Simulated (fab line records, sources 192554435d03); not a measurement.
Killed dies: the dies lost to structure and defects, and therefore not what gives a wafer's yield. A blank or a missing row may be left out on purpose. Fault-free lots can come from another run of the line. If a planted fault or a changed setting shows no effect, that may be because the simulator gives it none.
Split-lot trial || flow n5_finfet || 7 lots, 39 wafers read, on a route of 1938 steps

== THE SPLIT ==
At N5_MOL_CONTACT_COAG_ALD_27 (deposits SiOC, target thk 17 nm, pulse time 1.5 s, time 2720 s), the setting ald_cycles was moved away from the recipe's 340 on 15 of the 39 wafers read, by -39.7% to +52.9%. All remaining wafers had this setting at the recipe value.

The split's own step is where the reading is taken.

== THE READING ==
SiOC_of_MOL_CONTACT_COAG_ALD_27.thk_nm (the simulator's own value, which no gauge read), in nm, at N5_MOL_CONTACT_COAG_ALD_27 (deposits SiOC, target thk 17 nm, pulse time 1.5 s, time 2720 s). No usual value for it is given in the file. The 24 wafers here that ran the recipe average 17.0 nm, standard deviation 0.055 nm.

{"wafer": "L074.1", "tool, chamber at the split": "ald_sin-02, 0", "ald_cycles as run": 340, "against the recipe": "recipe", "SiOC_of_MOL_CONTACT_COAG_ALD_27.thk_nm, nm": 16.8, "against lot-mates on the recipe": "-"}
{"wafer": "L074.2", "tool, chamber at the split": "ald_sin-02, 2,2,1", "ald_cycles as run": 520, "against the recipe": "+52.9%", "SiOC_of_MOL_CONTACT_COAG_ALD_27.thk_nm, nm": 26, "against lot-mates on the recipe": "+9.1"}
{"wafer": "L074.5", "tool, chamber at the split": "ald_sin-02, 2,2,1", "ald_cycles as run": 520, "against the recipe": "+52.9%", "SiOC_of_MOL_CONTACT_COAG_ALD_27.thk_nm, nm": 26, "against lot-mates on the recipe": "+9.1"}
{"wafer": "L074.6", "tool, chamber at the split": "ald_sin-02, 2,2,1", "ald_cycles as run": 520, "against the recipe": "+52.9%", "SiOC_of_MOL_CONTACT_COAG_ALD_27.thk_nm, nm": 26, "against lot-mates on the recipe": "+9.1"}
{"wafer": "L074.3", "tool, chamber at the split": "ald_sin-02, 3,1", "ald_cycles as run": 340, "against the recipe": "recipe", "SiOC_of_MOL_CONTACT_COAG_ALD_27.thk_nm, nm": 17, "against lot-mates on the recipe": "-"}
{"wafer": "L074.4", "tool, chamber at the split": "ald_sin-02, 3,1", "ald_cycles as run": 340, "against the recipe": "recipe", "SiOC_of_MOL_CONTACT_COAG_ALD_27.thk_nm, nm": 17, "against lot-mates on the recipe": "-"}
{"wafer": "L075.1", "tool, chamber at the split": "ald_sin-03, 1,3,3", "ald_cycles as run": 340, "against the recipe": "recipe", "SiOC_of_MOL_CONTACT_COAG_ALD_27.thk_nm, nm": 17, "against lot-mates on the recipe": "-"}
{"wafer": "L075.3", "tool, chamber at the split": "ald_sin-03, 1,3,3", "ald_cycles as run": 340, "against the recipe": "recipe", "SiOC_of_MOL_CONTACT_COAG_ALD_27.thk_nm, nm": 17, "against lot-mates on the recipe": "-"}
{"wafer": "L075.6", "tool, chamber at the split": "ald_sin-03, 1,3,3", "ald_cycles as run": 340, "against the recipe": "recipe", "SiOC_of_MOL_CONTACT_COAG_ALD_27.thk_nm, nm": 17, "against lot-mates on the recipe": "-"}
{"wafer": "L075.2", "tool, chamber at the split": "ald_sin-03, 2", "ald_cycles as run": 499, "against the recipe": "+46.8%", "SiOC_of_MOL_CONTACT_COAG_ALD_27.thk_nm, nm": 25, "against lot-mates on the recipe": "+8.0"}
{"wafer": "L075.5", "tool, chamber at the split": "ald_sin-03, 2", "ald_cycles as run": 499, "against the recipe": "+46.8%", "SiOC_of_MOL_CONTACT_COAG_ALD_27.thk_nm, nm": 25, "against lot-mates on the recipe": "+8.0"}
{"wafer": "L075.4", "tool, chamber at the split": "ald_sin-03, 0", "ald_cycles as run": 499, "against the recipe": "+46.8%", "SiOC_of_MOL_CONTACT_COAG_ALD_27.thk_nm, nm": 24.8, "against lot-mates on the recipe": "+7.8"}
{"wafer": "L078.1", "tool, chamber at the split": "ald_sin-02, 3", "ald_cycles as run": 520, "against the recipe": "+52.9%", "SiOC_of_MOL_CONTACT_COAG_ALD_27.thk_nm, nm": 26.2, "against lot-mates on the recipe": "+9.2"}
{"wafer": "L078.2", "tool, chamber at the split": "ald_sin-02, 1,2,0", "ald_cycles as run": 340, "against the recipe": "recipe", "SiOC_of_MOL_CONTACT_COAG_ALD_27.thk_nm, nm": 17, "against lot-mates on the recipe": "-"}
{"wafer": "L078.3", "tool, chamber at the split": "ald_sin-02, 1,2,0", "ald_cycles as run": 340, "against the recipe": "recipe", "SiOC_of_MOL_CONTACT_COAG_ALD_27.thk_nm, nm": 17, "against lot-mates on the recipe": "-"}
{"wafer": "L078.6", "tool, chamber at the split": "ald_sin-02, 1,2,0", "ald_cycles as run": 340, "against the recipe": "recipe", "SiOC_of_MOL_CONTACT_COAG_ALD_27.thk_nm, nm": 17, "against lot-mates on the recipe": "-"}
{"wafer": "L078.4", "tool, chamber at the split": "ald_sin-02, 0,3", "ald_cycles as run": 520, "against the recipe": "+52.9%", "SiOC_of_MOL_CONTACT_COAG_ALD_27.thk_nm, nm": 26, "against lot-mates on the recipe": "+9.0"}
{"wafer": "L078.5", "tool, chamber at the split": "ald_sin-02, 0,3", "ald_cycles as run": 520, "against the recipe": "+52.9%", "SiOC_of_MOL_CONTACT_COAG_ALD_27.thk_nm, nm": 26, "against lot-mates on the recipe": "+9.0"}
{"wafer": "L079.1", "tool, chamber at the split": "ald_sin-02, 2,0,3", "ald_cycles as run": 340, "against the recipe": "recipe", "SiOC_of_MOL_CONTACT_COAG_ALD_27.thk_nm, nm": 17, "against lot-mates on the recipe": "-"}
{"wafer": "L079.2", "tool, chamber at the split": "ald_sin-02, 2,0,3", "ald_cycles as run": 340, "against the recipe": "recipe", "SiOC_of_MOL_CONTACT_COAG_ALD_27.thk_nm, nm": 17, "against lot-mates on the recipe": "-"}
{"wafer": "L079.6", "tool, chamber at the split": "ald_sin-02, 2,0,3", "ald_cycles as run": 340, "against the recipe": "recipe", "SiOC_of_MOL_CONTACT_COAG_ALD_27.thk_nm, nm": 17, "against lot-mates on the recipe": "-"}
{"wafer": "L082.1", "tool, chamber at the split": "ald_sin-02, 3,1,1", "ald_cycles as run": 205, "against the recipe": "-39.7%", "SiOC_of_MOL_CONTACT_COAG_ALD_27.thk_nm, nm": 10.2, "against lot-mates on the recipe": -6.7}
{"wafer": "L082.2", "tool, chamber at the split": "ald_sin-02, 3,1,1", "ald_cycles as run": 205, "against the recipe": "-39.7%", "SiOC_of_MOL_CONTACT_COAG_ALD_27.thk_nm, nm": 10.2, "against lot-mates on the recipe": -6.7}
{"wafer": "L082.6", "tool, chamber at the split": "ald_sin-02, 3,1,1", "ald_cycles as run": 205, "against the recipe": "-39.7%", "SiOC_of_MOL_CONTACT_COAG_ALD_27.thk_nm, nm": 10.2, "against lot-mates on the recipe": -6.7}
{"wafer": "L082.3", "tool, chamber at the split": "ald_sin-02, 2", "ald_cycles as run": 340, "against the recipe": "recipe", "SiOC_of_MOL_CONTACT_COAG_ALD_27.thk_nm, nm": 17, "against lot-mates on the recipe": "-"}
{"wafer": "L082.5", "tool, chamber at the split": "ald_sin-02, 2", "ald_cycles as run": 340, "against the recipe": "recipe", "SiOC_of_MOL_CONTACT_COAG_ALD_27.thk_nm, nm": 17, "against lot-mates on the recipe": "-"}
{"wafer": "L082.4", "tool, chamber at the split": "ald_sin-02, 0", "ald_cycles as run": 340, "against the recipe": "recipe", "SiOC_of_MOL_CONTACT_COAG_ALD_27.thk_nm, nm": 16.8, "against lot-mates on the recipe": "-"}
{"wafer": "L085.1", "tool, chamber at the split": "ald_sin-04, 3,0,2,1,0,1", "ald_cycles as run": 340, "against the recipe": "recipe", "SiOC_of_MOL_CONTACT_COAG_ALD_27.thk_nm, nm": 17, "against lot-mates on the recipe": "-"}
{"wafer": "L085.2", "tool, chamber at the split": "ald_sin-04, 3,0,2,1,0,1", "ald_cycles as run": 340, "against the recipe": "recipe", "SiOC_of_MOL_CONTACT_COAG_ALD_27.thk_nm, nm": 17, "against lot-mates on the recipe": "-"}
{"wafer": "L085.3", "tool, chamber at the split": "ald_sin-04, 3,0,2,1,0,1", "ald_cycles as run": 340, "against the recipe": "recipe", "SiOC_of_MOL_CONTACT_COAG_ALD_27.thk_nm, nm": 17, "against lot-mates on the recipe": "-"}
{"wafer": "L085.4", "tool, chamber at the split": "ald_sin-04, 3,0,2,1,0,1", "ald_cycles as run": 340, "against the recipe": "recipe", "SiOC_of_MOL_CONTACT_COAG_ALD_27.thk_nm, nm": 17, "against lot-mates on the recipe": "-"}
{"wafer": "L085.5", "tool, chamber at the split": "ald_sin-04, 3,0,2,1,0,1", "ald_cycles as run": 340, "against the recipe": "recipe", "SiOC_of_MOL_CONTACT_COAG_ALD_27.thk_nm, nm": 17, "against lot-mates on the recipe": "-"}
{"wafer": "L085.6", "tool, chamber at the split": "ald_sin-04, 3,0,2,1,0,1", "ald_cycles as run": 340, "against the recipe": "recipe", "SiOC_of_MOL_CONTACT_COAG_ALD_27.thk_nm, nm": 17, "against lot-mates on the recipe": "-"}
{"wafer": "L090.1", "tool, chamber at the split": "ald_sin-02, 2,2,3", "ald_cycles as run": 277, "against the recipe": "-18.5%", "SiOC_of_MOL_CONTACT_COAG_ALD_27.thk_nm, nm": 13.8, "against lot-mates on the recipe": -3.2}
{"wafer": "L090.5", "tool, chamber at the split": "ald_sin-02, 2,2,3", "ald_cycles as run": 277, "against the recipe": "-18.5%", "SiOC_of_MOL_CONTACT_COAG_ALD_27.thk_nm, nm": 13.8, "against lot-mates on the recipe": -3.2}
{"wafer": "L090.6", "tool, chamber at the split": "ald_sin-02, 2,2,3", "ald_cycles as run": 277, "against the recipe": "-18.5%", "SiOC_of_MOL_CONTACT_COAG_ALD_27.thk_nm, nm": 13.8, "against lot-mates on the recipe": -3.2}
{"wafer": "L090.2", "tool, chamber at the split": "ald_sin-02, 1,0,3", "ald_cycles as run": 340, "against the recipe": "recipe", "SiOC_of_MOL_CONTACT_COAG_ALD_27.thk_nm, nm": 17, "against lot-mates on the recipe": "-"}
{"wafer": "L090.3", "tool, chamber at the split": "ald_sin-02, 1,0,3", "ald_cycles as run": 340, "against the recipe": "recipe", "SiOC_of_MOL_CONTACT_COAG_ALD_27.thk_nm, nm": 17, "against lot-mates on the recipe": "-"}
{"wafer": "L090.4", "tool, chamber at the split": "ald_sin-02, 1,0,3", "ald_cycles as run": 340, "against the recipe": "recipe", "SiOC_of_MOL_CONTACT_COAG_ALD_27.thk_nm, nm": 17, "against lot-mates on the recipe": "-"}
Where a row lists several chambers, the file gives one row for several wafers and doesn't say which wafer went through which chamber.

THE FIT
A straight line over all 39 wafers: SiOC_of_MOL_CONTACT_COAG_ALD_27.thk_nm changes by +0.171 nm for each +1% of ald_cycles; r = +1.00; the points scatter about the line by 0.061 nm.
The same after taking each lot's own level away (the mean of its wafers on the recipe; 39 wafers): +0.171 nm for each +1%; r = +1.00; scatter 0.059 nm.
On that fit, the largest move of ald_cycles shifts the reading by 9 nm.
Measured against the standard deviation above, the lots' own levels, which go from 16.93 to 17.00 nm, span 1.2 times it.
Consequently the slope shifts little with the lot-to-lot level, the two slopes agreeing.
Check: with one of the wafers moved furthest among these (+52.9%) left out of the fit, the line predicts +9.03 nm for it against its lot-mates. It came out at +9.07 nm against them.

== THE OTHER SPLITS THESE WAFERS WENT THROUGH ==
These wafers also went through other splits before the reading. Each is held against what the fit with the lots' levels taken away leaves over:
{"other split on the same wafers": "N5_ZERO_LAYER_DEVELOP_10 develop_time_s", "wafers away from the commonest value": 15, "r with SiOC_of_MOL_CONTACT_COAG_ALD_27.thk_nm (lot level and that fit taken away)": -0.12}
{"other split on the same wafers": "N5_SD_EPI_N_DEVELOP_08 develop_time_s", "wafers away from the commonest value": 12, "r with SiOC_of_MOL_CONTACT_COAG_ALD_27.thk_nm (lot level and that fit taken away)": "+0.10"}
{"other split on the same wafers": "N5_HKMG_FIN_ALD_79 ald_cycles", "wafers away from the commonest value": 18, "r with SiOC_of_MOL_CONTACT_COAG_ALD_27.thk_nm (lot level and that fit taken away)": -0.27}

== FILE'S OWN FIT ==
SiOC_of_MOL_CONTACT_COAG_ALD_27.thk_nm changes by +0.171 nm for each +1% of ald_cycles, r = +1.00.
